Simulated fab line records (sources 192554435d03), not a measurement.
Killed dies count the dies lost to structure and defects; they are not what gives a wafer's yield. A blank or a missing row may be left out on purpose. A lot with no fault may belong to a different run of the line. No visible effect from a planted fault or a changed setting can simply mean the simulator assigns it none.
Problem report, 8D (eight disciplines) form, completed by code :: flow n5_finfet :: the parts of the form that need people (team, actions taken, sign-off) are left out

1. PROBLEM STATEMENT
At N5_BEOL_M1_OCD_MEAS_38, trench_depth_nm averages 69.2 nm over 2 wafers from 2 lots, while fault-free wafers read 54.8 nm, standard deviation 1.6. That puts it +9.0 standard deviations away from the usual mean.
The first sign was on wafer L271.1 at day 10 07:17, on ocd-02. The record has a number at this step for 24 wafers belonging to 8 lots. Rule for "out", or "out of limits": more than 4 standard deviations from the usual mean. The other wafers with a number count as sound.

2. WHAT THIS IS AND IS NOT
question: which readings at this step
is: trench_depth_nm
is not: -

question: which lots
is: L271, L272
is not: L258, L262, L266, L273, L275, L277

question: which wafers of those lots
is: L271.1, L272.4
is not: L271.2, L271.5, L272.2, L272.3

question: read on which gauges
is: ocd-02
is not: ocd-01

question: when
is: from day 10 07:17
is not: up to then (11 sound wafers); but 11 sound wafers of L272, L273, L275, L277 came after

3. SUSPECTS, AND WHAT RULES EACH OUT
Counting: a tool at a process step up to the reading stays a suspect if it ran every lot that is out. Sound lots after the first of them don't rule it out here, since some wafers of a struck lot are sound.
- the gauge at N5_BEOL_M1_OCD_MEAS_38 has been ruled out. All the wafers that are out were read on ocd-02, but those of them that N5_BEOL_M1_TRENCH_ETCH_37 has rows for are out there too, on other tools.
- rie_diel-02 at N5_BEOL_M1_ETCH_70 (etches SOC in N2/H2, target depth 80 nm, overetch 16 nm, time 120 s): kept. Ran every lot that is out, first one L271 (day 10 06:56); last sound lot up to then L266 (day 9 02:02).
- rie_diel-02 at N5_BEOL_M1_TRENCH_ETCH_37 (etches SiOC in C4F6/O2, target depth 55.207 nm, time 29 s): kept. Ran every lot that is out, first one L271 (day 10 07:08); last sound lot up to then L266 (day 9 02:14). Its own readings are out on those wafers: oes_ar_750_au, oes_f_703_au, oes_o_777_au, oes_product_au, rf_fwd_power_W, rf_vpp_V.
- rie_diel-02 at N5_BEOL_M1_ETCH_41 (etches SiCN in CH3F/O2, target depth 31.9 nm, time 57.8 s): kept. Ran every lot that is out, first one L271 (day 10 07:17); last sound lot up to then L266 (day 9 02:23). Because N5_BEOL_M1_ETCH_41 lacks a start for some lots, the hours and order of its lots are taken from N5_BEOL_M1_OCD_MEAS_38.
- Within rie_diel-02 at N5_BEOL_M1_ETCH_70: the wafers that are out ran in chamber 0; their sound lot-mates ran in chambers 1, 2, 3.
- Within rie_diel-02 at N5_BEOL_M1_TRENCH_ETCH_37: the wafers that are out ran in chamber 0; their sound lot-mates ran in chambers 1, 2, 3.
- Within rie_diel-02 at N5_BEOL_M1_ETCH_41: the wafers that are out ran in chamber 0; their sound lot-mates ran in chambers 1, 2, 3.
Left after counting: rie_diel-02 at N5_BEOL_M1_ETCH_70, rie_diel-02 at N5_BEOL_M1_TRENCH_ETCH_37, rie_diel-02 at N5_BEOL_M1_ETCH_41.

4. THE CAUSE (what the simulator had put in)
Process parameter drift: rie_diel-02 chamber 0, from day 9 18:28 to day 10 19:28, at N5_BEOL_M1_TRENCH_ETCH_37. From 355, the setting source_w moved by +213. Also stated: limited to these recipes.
This tool is one of the 3 suspects left after counting.

5. THE CHAIN OF EFFECTS, in route order
One row per reading whose mean, taken over the struck wafers that have a number, lies over 3 standard deviations from the usual. Scope: only readings with a usual standard deviation given in the record; hours: median across lots of the time from each lot's start at the first step in this table that gives one to its start at this step; sigmas: change in usual standard deviations.
hours: 0
step: N5_BEOL_M1_TRENCH_ETCH_37
reading: oes_ar_750_au
usual: 0.77 a.u.
on struck wafers: 1.29
change: +0.52
sigmas: +6.2

hours: 0
step: N5_BEOL_M1_TRENCH_ETCH_37
reading: oes_f_703_au
usual: 0.78 a.u.
on struck wafers: 1.71
change: +0.93
sigmas: +11

hours: 0
step: N5_BEOL_M1_TRENCH_ETCH_37
reading: oes_o_777_au
usual: 0.78 a.u.
on struck wafers: 1.67
change: +0.89
sigmas: +10

hours: 0
step: N5_BEOL_M1_TRENCH_ETCH_37
reading: oes_product_au
usual: 0.76 a.u.
on struck wafers: 1.12
change: +0.36
sigmas: +4.2

hours: 0
step: N5_BEOL_M1_TRENCH_ETCH_37
reading: rf_fwd_power_W
usual: 350.4 W
on struck wafers: 563.2
change: +212.8
sigmas: +99 or more

hours: 0
step: N5_BEOL_M1_TRENCH_ETCH_37
reading: rf_vpp_V
usual: 660 V
on struck wafers: 552
change: -108
sigmas: -4.7

hours: 0
step: N5_BEOL_M1_OCD_MEAS_38
reading: trench_depth_nm
usual: 54.8 nm
on struck wafers: 69.2
change: +14.4
sigmas: +9.0
It contains these process steps:
- N5_BEOL_M1_TRENCH_ETCH_37: etches SiOC in C4F6/O2, target depth 55.207 nm, time 29 s.
Later steps that measure or inspect, where all struck wafers having a row at the step show a number for every such reading and not one has moved that far: N5_BEOL_M4_RC_MEAS_101.

6. HOW IT WOULD HAVE BEEN CAUGHT EARLIER
In this record the first reading out of limits at a measuring or inspecting step was taken at day 10 07:17, 13 hours after the fault began at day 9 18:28.
Tool's own readings at N5_BEOL_M1_TRENCH_ETCH_37, oes_ar_750_au, oes_f_703_au, oes_o_777_au, oes_product_au, rf_fwd_power_W, rf_vpp_V: out on all struck wafers the step has rows for; an alarm limit on them would have tripped on the first.
Lots out: 2; of these, L272 started N5_BEOL_M1_TRENCH_ETCH_37 on rie_diel-02 after day 10 07:17. Holding the tool at that time would have saved it.
